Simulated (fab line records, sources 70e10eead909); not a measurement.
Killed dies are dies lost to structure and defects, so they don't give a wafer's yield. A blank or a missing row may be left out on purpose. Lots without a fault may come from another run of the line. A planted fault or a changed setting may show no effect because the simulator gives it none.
fab line records | flow nand_harc
record lots=7 wafers=21 last_day=24
route steps=1159 shown P_ZERO_WELL@60 P_STI@69 END@1159
lots that met no fault: from a run of the same line without faults
start_h: hours from the record's first day to the start of the lot's first wafer shown | wait_h: hours since the lot's step before | " the same as in the row above | L1.1+2: a row that stands for several wafers | - no value, or no start given | * or withheld: withheld | < > ~ a bound
route shown NAME@n: a module of which the file shows steps, and the number in the route of the first | usual: mean/standard deviation of fault-free wafers | same: alike in all rows | chamber/n: place in a boat | sites: the reading at each site | _std_site: their standard deviation | _edge_site: outer sites' mean less inner sites' | radius_mm: how far each site lies from the wafer's centre | mask NAME#n: copy n | behind: the tool/chamber that last shaped the wafer | hold: why the lot was held/for how many hours/how that ended | device: the transistor (n, p or np) that didn't switch | end of line: the same wafers' tests at the end of the route | a step without rows: its recipe alone | killed: dies lost to structure and defects at the first sort, not the wafer's yield | map: a wafer's dies, x killed, . not, _ none there
set.NAME: the setting as run; set.NAME@STEP: as run at that earlier step | model.NAME: the simulator's own value behind a step, which no gauge read
lots at some steps of the route; a table a step, a row a wafer
services: from which hour (start_h, from the record's first day; less than 0 if before it) a tool's chamber was out of use, for how many hours, and why
## steps
# step NHARC_P_ZERO_WELL_HARDBAKE_53
# recipe temp_c=125 time_s=80
# step NHARC_P_ZERO_WELL_DESCUM_54
# recipe time_s=3 o2_flow_sccm=200 ar_flow_sccm=0 bias_power_w=0 chemistry=O2
# usual drypump_motor_current_A=5.9/0.51 oes_product_au=0.996/0.011 rf_vpp_V=57.9/0.89 showerhead_plenum_p_Torr=1.93/0.094 throttle_valve_pct=11.312/0.01
# columns lot.wafer tool chamber start_h wait_h drypump_motor_current_A oes_product_au rf_hours_counter_h rf_vpp_V showerhead_plenum_p_Torr throttle_valve_pct
L597.2 rie_diel-06 2 29.92 - 5.6 0.995 10 57.6 1.83 11.314
L597.4 " 0 " " 5.9 1.003 12 58.2 2.00 11.305
L597.1 " 1 " " 6.0 1.003 13 58.0 1.78 11.303
L598.2 rie_diel-12 2 35.86 - 5.4 0.987 0 58.7 2.06 11.321
L598.5 " 3 " " 6.5 1.014 - 58.5 2.02 11.327
L598.6 " 0 " " 5.8 0.985 - 59.9 2.00 11.295
L601.1 rie_diel-12 2 54.02 - 5.4 0.995 2 57.0 2.06 11.314
L601.6 " 3 " " 6.5 1.005 - 58.5 2.02 11.309
L601.5 " 0 " " 5.8 0.989 - 57.9 2.00 11.315
L603.2 rie_diel-07 0 65.95 - 6.7 0.991 1 57.5 1.92 11.315
L603.3 " 2 " " 6.3 0.992 1 59.2 2.01 11.312
L603.6 " 0 " " 6.7 0.991 - 57.8 1.92 11.315
L607.3 rie_diel-07 0 89.94 - 6.7 1.007 2 57.3 1.92 11.328
L607.4 " 1 " " 5.9 1.008 2 57.6 2.02 11.301
L607.1 " 2 " " 6.3 0.994 2 57.5 2.01 11.312
L614.3 rie_diel-12 0 131.88 - 5.8 0.987 7 58.3 2.00 11.324
L614.2 " 1 " " 4.9 0.988 7 59.3 1.93 11.309
L614.5 " 1 " " 4.9 0.986 - 58.0 1.93 11.308
L615.3 rie_diel-06 2 137.77 - 5.6 1.009 5 58.2 1.83 11.300
L615.4 " 0 " " 5.9 0.981 4 57.3 2.00 11.316
L615.6 " 1 " " 6.0 1.001 - 57.4 1.78 11.309
# step NHARC_P_ZERO_WELL_IMPLANT_55
# recipe energy_kev=180 dose_cm2=8e+11 tilt_deg=7
# step NHARC_P_ZERO_WELL_IMPLANT_61
# recipe energy_kev=30 dose_cm2=5e+11 tilt_deg=7
# step NHARC_P_ZERO_WELL_STRIP_56
# recipe time_s=840 temp_c=130 chemistry=SPM
# step NHARC_P_ZERO_WELL_PRECLEAN_68
# recipe time_s=60 temp_c=50 bath_age_min=0 chemistry=SC1
# step NHARC_P_ZERO_WELL_SRD_69
# step NHARC_P_ZERO_WELL_RTA_42
# recipe temp_c=1100 time_s=300
# usual lamp_power_pct=35.1/0.94 lamp_zone_1_pct=35.1/0.94 lamp_zone_2_pct=35.1/0.94 wafer_temp_C_max=1105.1/0.99
# columns lot.wafer tool chamber start_h wait_h lamp_power_pct lamp_zone_1_pct lamp_zone_2_pct wafer_temp_C_max
L597.1 rtp_anneal-02 0 30.95 - 35.7 35.8 35.7 1105.9
L597.2 " 0 " " 35.7 35.8 35.8 1105.4
L597.4 " 0 " " 35.7 35.7 35.8 1104.5
L598.2 rtp_anneal-01 0 36.93 - 33.8 33.8 33.8 1102.2
L598.5 " 0 " " 33.8 33.9 33.8 1103.2
L598.6 " 0 " " 33.8 33.9 33.8 1103.9
L601.1 rtp_anneal-02 0 55.00 - 35.8 35.8 35.8 1104.6
L601.5 " 0 " " 35.8 35.8 35.8 1105.7
L601.6 " 0 " " 35.7 35.8 35.7 1105.6
L603.2 rtp_anneal-01 0 67.06 - 33.8 33.8 33.7 1104.5
L603.3 " 0 " " 33.8 33.8 33.8 1105.9
L603.6 " 0 " " 33.7 33.9 33.8 1103.9
L607.1 rtp_anneal-02 0 91.03 - 35.8 35.7 35.8 1105.3
L607.3 " 0 " " 35.8 35.8 35.8 1104.3
L607.4 " 0 " " 35.8 35.8 35.7 1105.1
L614.2 rtp_anneal-02 0 132.97 - 35.8 35.8 35.7 1106.5
L614.3 " 0 " " 35.7 35.8 35.8 1105.4
L614.5 " 0 " " 35.7 35.8 35.7 1104.7
L615.3 rtp_anneal-01 0 139.01 - 33.8 33.8 33.8 1105.2
L615.4 " 0 " " 33.8 33.8 33.8 1104.4
L615.6 " 0 " " 33.8 33.8 33.9 1104.4
# step NHARC_P_ZERO_WELL_INSPECT_43
# usual raw_defect_count=14/6.2
# columns lot.wafer tool chamber start_h wait_h raw_defect_count
L597.1 defect_inspect-02 - 31.62 0.6 5
L597.2 " - " " 2
L597.4 " - " " 13
L598.2 defect_inspect-01 - 37.50 0.5 9
L598.5 " - " " 23
L598.6 " - " " 13
L601.1 defect_inspect-01 - 55.68 0.6 14
L601.5 " - " " 6
L601.6 " - " " 8
L603.2 defect_inspect-02 - 67.63 0.5 11
L603.3 " - " " 11
L603.6 " - " " 10
L607.1 defect_inspect-01 - 91.70 0.6 13
L607.3 " - " " 8
L607.4 " - " " 11
L614.2 defect_inspect-01 - 133.54 0.5 13
L614.3 " - " " 15
L614.5 " - " " 18
L615.3 defect_inspect-01 - 139.50 0.4 15
L615.4 " - " " 11
L615.6 " - " " 12
# step NHARC_P_STI_ETCH_26
# recipe target_depth_a=110 chemistry=dHF material=SiO2
# step NHARC_P_STI_PRECLEAN_27
# recipe time_s=* temp_c=50 bath_age_min=0 chemistry=SC1
# step NHARC_P_STI_SRD_28
# step NHARC_P_STI_OXIDE_29
# recipe target_thk_a=100 temp_c=900 ox_time_s=1362 material=SiO2
# usual spike_tc_upper_C=900.1/1.2
# columns lot.wafer tool chamber start_h wait_h spike_tc_upper_C
L597.1 furnace-06 0 38.60 - 899.8
L597.2 " 0 " " 900.5
L597.4 " 0 " " 898.6
L598.2 furnace-06 0 38.60 - 900.1
L598.5 " 0 " " 899.4
L598.6 " 0 " " 899.8
L601.1 furnace-02 0 59.68 - 897.2
L601.5 " 0 " " 896.8
L601.6 " 0 " " 897.8
L601.1 furnace-06 0 64.36 1.0 899.1
L601.5 " 0 " " 898.9
L601.6 " 0 " " 899.6
L603.2 furnace-06 0 71.53 - 901.3
L603.3 " 0 " " 899.7
L603.6 " 0 " " 900.7
L603.2 furnace-06 0 75.66 0.3 899.6
L603.3 " 0 " " 898.3
L603.6 " 0 " " 901.7
L607.1 furnace-06 0 98.28 - 900.7
L607.3 " 0 " " 899.5
L607.4 " 0 " " 898.5
L607.1 furnace-06 0 102.36 0.3 900.8
L607.3 " 0 " " 900.7
L607.4 " 0 " " 898.8
L614.2 furnace-02 0 138.37 - 897.2
L614.3 " 0 " " 897.7
L614.5 " 0 " " 899.5
L615.3 furnace-03 0 143.89 - 900.3
L615.4 " 0 " " 901.2
L615.6 " 0 " " 902.1
# step NHARC_P_STI_HM_DEP_30
# recipe target_thk_a=800 temp_c=790 pressure_mtorr=300 time_s=873 material=Si3N4
# step NHARC_END_SORT_01
# recipe temp_c=25
# usual killed_at_array=29/13 killed_at_other=0.7/1 killed_at_periphery=3.2/2.3 killed_dies=33/13 killed_open=3.3/1.7 killed_short=2.0/1.5
# same gross_dies=677
# columns lot.wafer tool chamber start_h wait_h killed_at_array killed_at_other killed_at_periphery killed_dies killed_open killed_short
L603.2 prober-01 0 487.96 2.8 35 1 6 42 3 1
L603.3 prober-01 0 488.76 3.1 34 3 4 41 4 1
L603.6 prober-01 0 491.13 4.0 42 0 11 53 4 1
# killed by level:class
L603.2 A_SLIT:chamber_film_flake=13 A_CHANNEL_HOLE_D1:chamber_film_flake=12 A_STAIRCASE:chamber_film_flake=4 P_ZERO_WELL:chamber_film_flake=3 P_GATE:chamber_film_flake=2 A_ZERO_WELL:chamber_film_flake=2 P_CONTACT:geometric_particle:open=1 A_SLIT:geometric_particle:short=1
L603.3 A_CHANNEL_HOLE_D1:chamber_film_flake=14 A_SLIT:chamber_film_flake=6 A_STAIRCASE:chamber_film_flake=5 A_BLC:geometric_particle:open=3 A_WL_FILL:chamber_film_flake=3 HYBRID_BOND:chamber_film_flake=3 P_ZERO_WELL:chamber_film_flake=2 P_GATE:chamber_film_flake=2
L603.6 A_CHANNEL_HOLE_D1:chamber_film_flake=22 A_SLIT:chamber_film_flake=11 P_ZERO_WELL:chamber_film_flake=5 A_STAIRCASE:chamber_film_flake=5 P_GATE:chamber_film_flake=4 P_CONTACT:geometric_particle:open=2 A_CHANNEL_HOLE_D1:geometric_particle:short=1 A_CONTACT:geometric_particle:open=1
## services
# columns tool chamber start_h hours kind
rie_diel-06 1 10.32 5.0 repair
rie_diel-06 3 22.64 2.4 repair
rie_diel-12 - 25.47 9.0 pm
rie_diel-12 0 25.47 9.0 vent_cycle
rie_diel-12 1 25.47 9.0 vent_cycle
rie_diel-12 2 25.47 9.0 vent_cycle
rie_diel-12 3 25.47 9.0 vent_cycle
rie_diel-07 3 29.47 46.1 repair
rie_diel-12 0 34.47 - clean
rie_diel-12 1 34.47 - clean
rie_diel-12 2 34.47 - clean
rie_diel-12 3 34.47 - clean
rie_diel-07 - 51.20 9.0 pm
rie_diel-12 0 58.98 - clean
rie_diel-12 1 58.98 - clean
rie_diel-12 2 58.98 - clean
rie_diel-12 3 58.98 - clean
rie_diel-06 - 64.20 9.0 pm
rie_diel-12 0 83.48 - clean
rie_diel-07 1 84.08 4.6 repair
rie_diel-12 3 87.02 6.1 repair
furnace-02 - 108.00 26.0 pm
rie_diel-12 1 140.48 8.1 repair
rie_diel-06 - 142.00 0.7 repair
## key
first_sign step=NHARC_P_STI_OXIDE_29 reading=visit direction=added
effect none on later readings
met_at NHARC_P_STI_OXIDE_29
struck_wafers L601.1,L601.5,L601.6,L603.2,L603.3,L603.6,L607.1,L607.3,L607.4
tester_left_out L601,L603,L607
fault kind=repeated_step_whole tool=furnace-02,furnace-03,furnace-06 chamber=- onset_h=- steps=NHARC_P_STI_OXIDE_29 times=1 scope=struck_lots_only
# tester_left_out: of these lots the tester's yield and bins aren't shown, on N5 and GAA mostly nor the transistor test; their killed dies are dies lost to structure and defects alone, not to doping, threshold or leakage, so they don't give the yield
